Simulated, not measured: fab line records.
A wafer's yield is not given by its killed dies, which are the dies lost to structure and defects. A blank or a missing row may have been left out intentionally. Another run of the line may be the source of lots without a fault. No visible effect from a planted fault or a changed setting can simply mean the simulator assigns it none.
Struck lot and sound lot, side by side / flow nand-harc / 14 out of 1159 route steps
Sound: the wafers L994.2, L994.3, L994.4. Struck: wafer L987.6 (left out: L987.3, a lot-mate that was not struck); the cause follows at the end.
Per side, at each step with rows, come the tool, then ch with its chambers, and then its first start. Under that, the readings that differ: sound wafers / struck wafers / difference of the means / sigmas: that difference in standard deviations of wafers without a fault.
alike: readings with means less than 2 such deviations apart, plus words and numbers identical on both sides. not compared: withheld readings, readings lacking a value on some wafer, bounds such as >300 that could conceal the same value, and numbers that have no deviation in the record and whose values overlap.
A row with sigmas, a row that says differs or no value, or rows on one side alone: a step with any of these is where the two part. Non-overlapping numbers with no deviation appear without sigmas and do not part them. A reading missing from all wafers of one side parts the sides only when that side holds two or more wafers.

first, 9 steps without rows for these wafers: NHARC_THIN_TSV_PVD_24 (deposits Al, target thk 800 nm); NHARC_THIN_TSV_DEHYDRATE_25 (time 120 s); NHARC_THIN_TSV_HMDS_26 (time 30 s); NHARC_THIN_TSV_COAT_27; NHARC_THIN_TSV_SOFTBAKE_28 (time 95 s); NHARC_THIN_TSV_EBR_29; NHARC_THIN_TSV_EXPOSE_30 (exposes mask PAD); NHARC_THIN_TSV_PEB_31 (peb time 85 s); NHARC_THIN_TSV_DEVELOP_32 (time 70 s).
NHARC_THIN_TSV_CD_MEAS_33 targets a cd of 5000 nm.
  sound on cd-sem-02 ch 0, day 22 23:10; struck on cd-sem-01 ch 0, day 20 18:14
  alike: cd-nm
then, 1 step without rows for these wafers: NHARC_THIN_TSV_HARDBAKE_34 (time 80 s).
NHARC_THIN_TSV_DESCUM_35: chemistry O2, time 3 s.
  sound on rie-diel-10 ch 1,2,3, day 22 23:19; struck on rie-diel-11 ch 3, day 20 18:25
  alike: drypump-motor-current-A, oes-product-au, rf-vpp-V, showerhead-plenum-p-Torr, throttle-valve-pct
  not compared: rf-hours-counter-h
NHARC_THIN_TSV_ETCH_59: etches the open film in Cl2/BCl3, target depth 880 nm, time 138.1 s.
  sound on rie-metal-01 ch 0,1, day 22 23:30; struck on rie-metal-02 ch 1, day 20 18:40
reading=run-length-s (s); sound=159.75 159.75 159.51; struck=146.04; difference=-13.63; sigmas=-47
  alike: drypump-motor-current-A, oes-product-au, throttle-valve-pct
  not compared: rf-hours-counter-h
NHARC_THIN_TSV_ETCH_36: etches the open film in Cl2/BCl3, target depth 65 nm, time 18.571 s.
  sound on rie-metal-01 ch 0,1, day 22 23:47; struck on rie-metal-02 ch 1, day 20 18:50
  alike: drypump-motor-current-A, oes-product-au, run-length-s
  not compared: rf-hours-counter-h

WHERE THEY PART
Only at NHARC_THIN_TSV_ETCH_59, within this record. Later steps at which nothing parts them and some readings are alike: NHARC_THIN_TSV_ETCH_36.

WHY: the cause the simulator had injected
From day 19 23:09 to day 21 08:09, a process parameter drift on rie-metal-02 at NHARC_THIN_TSV_ETCH_59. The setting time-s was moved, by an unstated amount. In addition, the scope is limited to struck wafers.
